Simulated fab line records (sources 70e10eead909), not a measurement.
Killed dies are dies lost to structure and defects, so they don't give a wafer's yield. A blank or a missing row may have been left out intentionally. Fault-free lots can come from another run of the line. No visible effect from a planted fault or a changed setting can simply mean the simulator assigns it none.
Chamber matching	flow nand harc	NHARC_A_CHANNEL_FILL_D1_ETCHBACK_20 on rie diel-10 has 4 sister chambers
The step etches the open film in C4F8/O2/Ar, target depth 27 nm, time 13.5 s. 8 wafers are shown with their chamber, then 10 later ones without.

WAFERS PAIRED WITH THEIR CHAMBERS
wafer	chamber	rf vpp V (V)	oes product au (a.u.)
L075.2	2	982	0.90
L077.2	2	981	0.97
L083.6	1	978	1.00
L087.2	1	977	0.99
L086.3	3	984	0.92
L086.5	0	972	0.93
L090.1	0	971	0.92
L090.3	3	985	0.91

WAFERS WITH NO CHAMBER GIVEN
wafer	rf vpp V (V)	oes product au (a.u.)
L090.5	985	0.92
L094.1	984	0.92
L094.4	972	0.91
L094.6	978	0.93
L095.2	981	0.98
L095.3	974	0.99
L095.6	984	0.98
L096.3	972	0.93
L096.4	980	0.92
L096.6	982	0.91

EACH ONE'S CHAMBER
wafer	from the rows above	in truth
L090.5	3	3
L094.1	3	3
L094.4	0	0
L094.6	1	1
L095.2	2	2
L095.3	can't be placed: 0 or 1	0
L095.6	can't be placed: 3 or 2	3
L096.3	0	0
L096.4	2	2
L096.6	2	2
Placed correctly: 8 of 10. Not placeable from these rows: 2 (in 2, the candidates include the true chamber). Wrongly placed: 0.
How it was worked out, from the rows above alone: a wafer's distance from a chamber is the root of the sum, over the readings, of the square of ((its reading less the chamber's mean) divided by the reading's scatter). If the next closest chamber is less than 2 further off than the closest, the wafer can't be placed; otherwise it belongs to the closest. A chamber's mean is the mean of its shown wafers. The scatter: take each reading less its chamber's mean, square it, sum over the shown wafers, divide by the number of wafers less the number of chambers, and take the root.
